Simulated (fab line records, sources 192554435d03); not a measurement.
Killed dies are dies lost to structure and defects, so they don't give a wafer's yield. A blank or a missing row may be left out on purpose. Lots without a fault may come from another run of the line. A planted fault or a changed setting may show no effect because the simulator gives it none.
Which tool did it? | flow n5_finfet | 24 lots, 72 wafers sampled, at 5 steps of a route of 1938

WHAT THE GAUGES READ, wafer by wafer
N5_GATE_CUT_INSPECT_26: inspects for defects (darkfield).
lot  | measured     | on                | raw_defect_count
L075 | day 5 03:18  | defect_inspect-01 | 25 16 43
L074 | day 5 07:49  | defect_inspect-01 | 45 38 34
L076 | day 5 09:52  | defect_inspect-01 | 51 39 28
L077 | day 5 17:43  | defect_inspect-01 | 49 36 31
L078 | day 5 22:46  | defect_inspect-01 | 43 46 51
L079 | day 6 02:14  | defect_inspect-02 | 79 39 63
L080 | day 6 05:02  | defect_inspect-02 | 28 58 47
L081 | day 6 16:37  | defect_inspect-02 | 31 44 30
L082 | day 6 20:41  | defect_inspect-02 | 34 41 48
L083 | day 7 05:26  | defect_inspect-02 | 46 81 67
L084 | day 7 10:08  | defect_inspect-02 | 28 19 28
L087 | day 8 02:27  | defect_inspect-02 | 46 23 30
L085 | day 8 06:21  | defect_inspect-01 | 58 29 73
L086 | day 8 08:07  | defect_inspect-02 | 49 39 32
L088 | day 8 18:13  | defect_inspect-01 | 22 19 61
L089 | day 8 21:42  | defect_inspect-01 | 24 24 51
L091 | day 9 01:58  | defect_inspect-02 | 39 28 30
L090 | day 9 04:00  | defect_inspect-02 | 40 52 46
L092 | day 9 07:43  | defect_inspect-02 | 62 44 52
L093 | day 9 12:01  | defect_inspect-01 | 52 15 24
L094 | day 9 20:29  | defect_inspect-02 | 62 74 42
L095 | day 9 21:29  | defect_inspect-01 | 45 56 44
L096 | day 10 04:23 | defect_inspect-02 | 39 35 56
L097 | day 10 13:51 | defect_inspect-02 | 43 37 33

WHICH TOOL RAN EACH LOT (tool, then ch and the chambers of the sampled wafers, then the start)
lot  | N5_HKMG_FIN_STRIP_92               | N5_HKMG_FIN_STRIP_90              | N5_GATE_CUT_VAPOR_ETCH_51         | N5_GATE_CUT_CMP_43
L075 | rie_diel-04 ch 1,3, day 4 10:59    | rie_diel-05 ch 0,2, day 4 13:01   | rie_metal-01 ch 0,1, day 4 20:20  | cmp-02 ch 0,3, day 5 02:40
L074 | rie_diel-03 ch 1,2,3, day 4 12:08  | rie_diel-04 ch 0,1,3, day 4 14:08 | rie_metal-03 ch 0,1, day 5 00:25  | cmp-02 ch 0,1,3, day 5 07:06
L076 | rie_diel-03 ch 0,1,3, day 4 17:23  | rie_diel-05 ch 1,3, day 4 19:29   | rie_metal-01 ch 0,1, day 5 06:40  | cmp-03 ch 0,1,3, day 5 09:10
L077 | rie_diel-04 ch 0,1,3, day 5 06:20  | rie_diel-03 ch 0,1,2, day 5 08:37 | rie_metal-02 ch 0,1, day 5 15:00  | cmp-04 ch 1,2,3, day 5 17:10
L078 | rie_diel-03 ch 0,1, day 5 10:52    | rie_diel-03 ch 0,1, day 5 12:52   | rie_metal-03 ch 0,1, day 5 19:45  | cmp-02 ch 0,1,2, day 5 22:03
L079 | rie_diel-03 ch 1,2, day 5 15:04    | rie_diel-04 ch 0,1,3, day 5 17:09 | rie_metal-01 ch 0,1, day 5 23:29  | cmp-02 ch 0,1,2, day 6 01:31
L080 | rie_diel-05 ch 0,1,3, day 5 17:23  | rie_diel-05 ch 2,3, day 5 19:38   | rie_metal-02 ch 0,1, day 6 02:19  | cmp-02 ch 1,3, day 6 04:24
L081 | rie_diel-03 ch 0,3, day 6 05:10    | rie_diel-04 ch 2,3, day 6 07:20   | rie_metal-02 ch 0,1, day 6 13:53  | cmp-02 ch 0,1,2, day 6 16:04
L082 | rie_diel-03 ch 0,1,3, day 6 09:40  | rie_diel-04 ch 1,2,3, day 6 11:40 | rie_metal-03 ch 0,1, day 6 17:58  | cmp-02 ch 1,2,3, day 6 19:59
L083 | rie_diel-04 ch 0,1,2, day 6 17:56  | rie_diel-03 ch 1,2,3, day 6 20:11 | rie_metal-01 ch 0,1, day 7 02:42  | cmp-02 ch 1,2,3, day 7 04:48
L084 | rie_diel-05 ch 1,2, day 6 22:02    | rie_diel-04 ch 0,1, day 7 00:08   | rie_metal-01 ch 0,1, day 7 07:25  | cmp-03 ch 0,3, day 7 09:31
L087 | rie_diel-04 ch 2,3, day 7 14:38    | rie_diel-03 ch 0,1,2, day 7 16:53 | rie_metal-03 ch 0,1, day 7 23:11  | cmp-03 ch 2,3, day 8 01:44
L085 | rie_diel-04 ch 0,1,2, day 7 17:34  | rie_diel-03 ch 0,2,3, day 7 19:37 | rie_metal-02 ch 0,1, day 8 02:02  | cmp-04 ch 1,2,3, day 8 05:43
L086 | rie_diel-04 ch 0,1,3, day 7 20:46  | rie_diel-03 ch 1,2,3, day 7 23:01 | rie_metal-02 ch 0, day 8 05:23    | cmp-04 ch 0,1,3, day 8 07:29
L088 | rie_diel-05 ch 0,2,3, day 8 05:49  | rie_diel-03 ch 0,3, day 8 07:59   | rie_metal-01 ch 0,1, day 8 14:27  | cmp-03 ch 0,2,3, day 8 17:44
L089 | rie_diel-05 ch 2,3, day 8 08:30    | rie_diel-05 ch 0,2,3, day 8 10:49 | rie_metal-01 ch 0,1, day 8 18:10  | cmp-04 ch 2,3, day 8 21:04
L091 | rie_diel-05 ch 0,1,2, day 8 14:14  | rie_diel-04 ch 0,2,3, day 8 16:16 | rie_metal-02 ch 0,1, day 8 23:13  | cmp-04 ch 0,1,2, day 9 01:24
L090 | rie_diel-03 ch 1,3, day 8 14:37    | rie_diel-03 ch 1,2,3, day 8 17:03 | rie_metal-03 ch 0,1, day 9 01:16  | cmp-02 ch 0,2,3, day 9 03:22
L092 | rie_diel-05 ch 0,1, day 8 20:13    | rie_diel-05 ch 0,1, day 8 22:20   | rie_metal-02 ch 0,1, day 9 04:49  | cmp-02 ch 0,2,3, day 9 07:10
L093 | rie_diel-04 ch 0,1,2, day 8 21:30  | rie_diel-05 ch 0,1,3, day 8 23:41 | rie_metal-03 ch 0,1, day 9 06:43  | cmp-04 ch 0,1,2, day 9 11:23
L094 | rie_diel-03 ch 2,3, day 9 07:32    | rie_diel-04 ch 0,1,2, day 9 09:37 | rie_metal-03 ch 0, day 9 17:34    | cmp-02 ch 0,3, day 9 19:51
L095 | rie_diel-05 ch 1,2,3, day 9 08:50  | rie_diel-05 ch 0,1, day 9 10:59   | rie_metal-03 ch 0,1, day 9 18:46  | cmp-04 ch 0,1,3, day 9 21:00
L096 | rie_diel-04 ch 0,1,3, day 9 16:40  | rie_diel-03 ch 0,1, day 9 18:45   | rie_metal-02 ch 0,1, day 10 01:14 | cmp-04 ch 0,1,2, day 10 03:50
L097 | rie_diel-03 ch 0,1,3, day 10 02:22 | rie_diel-05 ch 1,2, day 10 04:25  | rie_metal-01 ch 0,1, day 10 11:07 | cmp-04 ch 0,2, day 10 13:13
- N5_HKMG_FIN_STRIP_92: strips SOC in N2/H2, time 20 s.
- N5_HKMG_FIN_STRIP_90: strips SOC in N2/H2, time 20 s.
- N5_GATE_CUT_VAPOR_ETCH_51: etches HfO2 in BCl3/Cl2.
- N5_GATE_CUT_CMP_43: polishes SiO2.

WHAT THE TOOLS THEMSELVES READ (means of the sampled wafers that have a number; where no wafer has one, the mark that the record gives instead)
N5_HKMG_FIN_STRIP_92.
lot  | tool        | drypump_motor_current_A (A) | oes_product_au (a.u.) | rf_vpp_V (V) | showerhead_plenum_p_Torr (Torr) | throttle_valve_pct (%)
L075 | rie_diel-04 | 6.0                         | 0.79                  | 53.8         | 3.43                            | 19.5
L074 | rie_diel-03 | 5.8                         | 0.75                  | 53.9         | 3.45                            | 19.3
L076 | rie_diel-03 | 5.9                         | 0.73                  | 54.7         | 3.40                            | 19.3
L077 | rie_diel-04 | 5.5                         | 0.84                  | 54.6         | 3.40                            | 19.1
L078 | rie_diel-03 | 6.0                         | 0.73                  | 53.7         | 3.36                            | 18.9
L079 | rie_diel-03 | 5.7                         | 0.75                  | 54.3         | 3.44                            | 18.9
L080 | rie_diel-05 | 5.7                         | 0.71                  | 54.4         | 3.34                            | 19.3
L081 | rie_diel-03 | 5.6                         | 0.89                  | 54.7         | 3.41                            | 19.3
L082 | rie_diel-03 | 5.9                         | 0.82                  | 53.7         | 3.39                            | 19.1
L083 | rie_diel-04 | 5.2                         | 0.89                  | 53.9         | 3.33                            | 18.9
L084 | rie_diel-05 | 5.3                         | 0.91                  | 54.0         | 3.45                            | 19.5
L087 | rie_diel-04 | 5.8                         | 0.85                  | 54.3         | 3.36                            | 19.3
L085 | rie_diel-04 | 5.2                         | 0.89                  | 54.5         | 3.33                            | 18.9
L086 | rie_diel-04 | 5.5                         | 0.81                  | 53.6         | 3.38                            | 19.1
L088 | rie_diel-05 | 5.7                         | 0.72                  | 54.0         | 3.31                            | 19.1
L089 | rie_diel-05 | 5.5                         | 0.74                  | 54.4         | 3.38                            | 19.3
L091 | rie_diel-05 | 5.5                         | 0.80                  | 53.7         | 3.36                            | 19.3
L090 | rie_diel-03 | 6.1                         | 0.84                  | 53.4         | 3.41                            | 19.2
L092 | rie_diel-05 | 5.5                         | 0.85                  | 54.0         | 3.38                            | 19.3
L093 | rie_diel-04 | 5.2                         | 0.87                  | 53.7         | 3.33                            | 19.0
L094 | rie_diel-03 | 5.4                         | 0.76                  | 53.9         | 3.43                            | 19.2
L095 | rie_diel-05 | 5.5                         | 0.79                  | 54.9         | 3.39                            | 19.4
L096 | rie_diel-04 | 5.5                         | 0.79                  | 54.8         | 3.37                            | 19.1
L097 | rie_diel-03 | 5.9                         | 0.88                  | 54.1         | 3.38                            | 19.0

N5_HKMG_FIN_STRIP_90.
lot  | tool        | drypump_motor_current_A (A) | oes_product_au (a.u.) | rf_vpp_V (V) | showerhead_plenum_p_Torr (Torr) | throttle_valve_pct (%)
L075 | rie_diel-05 | 5.8                         | 0.75                  | 53.6         | 3.29                            | 19.0
L074 | rie_diel-04 | 5.5                         | 0.85                  | 54.0         | 3.40                            | 19.0
L076 | rie_diel-05 | 5.6                         | 0.72                  | 54.5         | 3.39                            | 19.4
L077 | rie_diel-03 | 5.8                         | 0.75                  | 54.4         | 3.40                            | 18.9
L078 | rie_diel-03 | 6.1                         | 0.78                  | 54.3         | 3.38                            | 18.9
L079 | rie_diel-04 | 5.5                         | 0.84                  | 55.4         | 3.39                            | 19.1
L080 | rie_diel-05 | 5.6                         | 0.74                  | 55.0         | 3.36                            | 19.2
L081 | rie_diel-04 | 6.0                         | 0.79                  | 54.1         | 3.42                            | 19.5
L082 | rie_diel-04 | 5.7                         | 0.85                  | 54.4         | 3.37                            | 19.4
L083 | rie_diel-03 | 5.7                         | 0.83                  | 53.6         | 3.44                            | 19.2
L084 | rie_diel-04 | 5.2                         | 0.88                  | 53.9         | 3.34                            | 19.0
L087 | rie_diel-03 | 5.9                         | 0.72                  | 54.6         | 3.38                            | 19.0
L085 | rie_diel-03 | 5.5                         | 0.76                  | 54.3         | 3.40                            | 19.2
L086 | rie_diel-03 | 5.7                         | 0.81                  | 54.2         | 3.43                            | 19.2
L088 | rie_diel-03 | 5.6                         | 0.84                  | 54.4         | 3.40                            | 19.4
L089 | rie_diel-05 | 5.7                         | 0.72                  | 54.2         | 3.31                            | 19.1
L091 | rie_diel-04 | 5.5                         | 0.82                  | 53.9         | 3.37                            | 19.1
L090 | rie_diel-03 | 5.7                         | 0.80                  | 54.1         | 3.43                            | 19.2
L092 | rie_diel-05 | 5.5                         | 0.86                  | 54.2         | 3.38                            | 19.3
L093 | rie_diel-05 | 5.7                         | 0.77                  | 54.4         | 3.33                            | 19.2
L094 | rie_diel-04 | 5.2                         | 0.86                  | 54.4         | 3.32                            | 19.0
L095 | rie_diel-05 | 5.5                         | 0.86                  | 53.8         | 3.38                            | 19.3
L096 | rie_diel-03 | 6.0                         | 0.91                  | 54.0         | 3.34                            | 18.7
L097 | rie_diel-05 | 5.3                         | 0.79                  | 54.0         | 3.41                            | 19.5

N5_GATE_CUT_VAPOR_ETCH_51.
lot  | tool         | drypump_motor_current_A (A) | oes_product_au (a.u.)
L075 | rie_metal-01 | 5.6                         | 0.79
L074 | rie_metal-03 | 5.6                         | 0.69
L076 | rie_metal-01 | 5.5                         | 0.78
L077 | rie_metal-02 | 5.3                         | 0.78
L078 | rie_metal-03 | 5.7                         | 0.78
L079 | rie_metal-01 | 5.5                         | 0.77
L080 | rie_metal-02 | 5.3                         | 0.77
L081 | rie_metal-02 | 5.2                         | 0.71
L082 | rie_metal-03 | 5.6                         | 0.67
L083 | rie_metal-01 | 6.1                         | 0.84
L084 | rie_metal-01 | 6.1                         | 0.84
L087 | rie_metal-03 | 5.8                         | 0.89
L085 | rie_metal-02 | 5.2                         | 0.71
L086 | rie_metal-02 | 5.5                         | 0.80
L088 | rie_metal-01 | 6.1                         | 0.84
L089 | rie_metal-01 | 6.1                         | 0.84
L091 | rie_metal-02 | 5.3                         | 0.75
L090 | rie_metal-03 | 5.7                         | 0.87
L092 | rie_metal-02 | 5.2                         | 0.71
L093 | rie_metal-03 | 5.8                         | 0.88
L094 | rie_metal-03 | 5.9                         | 0.83
L095 | rie_metal-03 | 5.6                         | 0.90
L096 | rie_metal-02 | 5.2                         | 0.70
L097 | rie_metal-01 | 6.1                         | 0.81

N5_GATE_CUT_CMP_43.
lot  | tool   | motor_current_A (A)
L075 | cmp-02 | 12.4
L074 | cmp-02 | 11.7
L076 | cmp-03 | 12.7
L077 | cmp-04 | 12.4
L078 | cmp-02 | 11.5
L079 | cmp-02 | 11.2
L080 | cmp-02 | 11.6
L081 | cmp-02 | 11.1
L082 | cmp-02 | 11.7
L083 | cmp-02 | 11.2
L084 | cmp-03 | 13.3
L087 | cmp-03 | 11.9
L085 | cmp-04 | 12.2
L086 | cmp-04 | 12.5
L088 | cmp-03 | 13.0
L089 | cmp-04 | 12.3
L091 | cmp-04 | 12.4
L090 | cmp-02 | 11.8
L092 | cmp-02 | 11.7
L093 | cmp-04 | 12.3
L094 | cmp-02 | 12.5
L095 | cmp-04 | 12.0
L096 | cmp-04 | 12.6
L097 | cmp-04 | 12.3

THE ANSWER, worked out from the rows above alone
Rule: what is usual is taken from the lots themselves. Put in order of their means at a reading, lots are off if they are a third of the lots or fewer, leave a main group of 4 or more, and stand apart from it by a gap of 3 or more times the standard deviation of the main group's means; of several such gaps the widest counts. A main group whose means are all the same, to the digits that the tables above print for the reading, isn't used. A lot without any number at a reading at which 4 lots or more have one is off too. The other lots that the step has rows for count as sound. The gauges are gone through in route order, then the tools' own readings, and for those a lot's mean is taken as printed above. The first step at which some lot is off is used, and at that step the reading that is off furthest; a lot without a number counts as furthest.
No lot is off at any reading shown: from this, nothing can be told.

WHAT THE SIMULATOR HAD PUT IN
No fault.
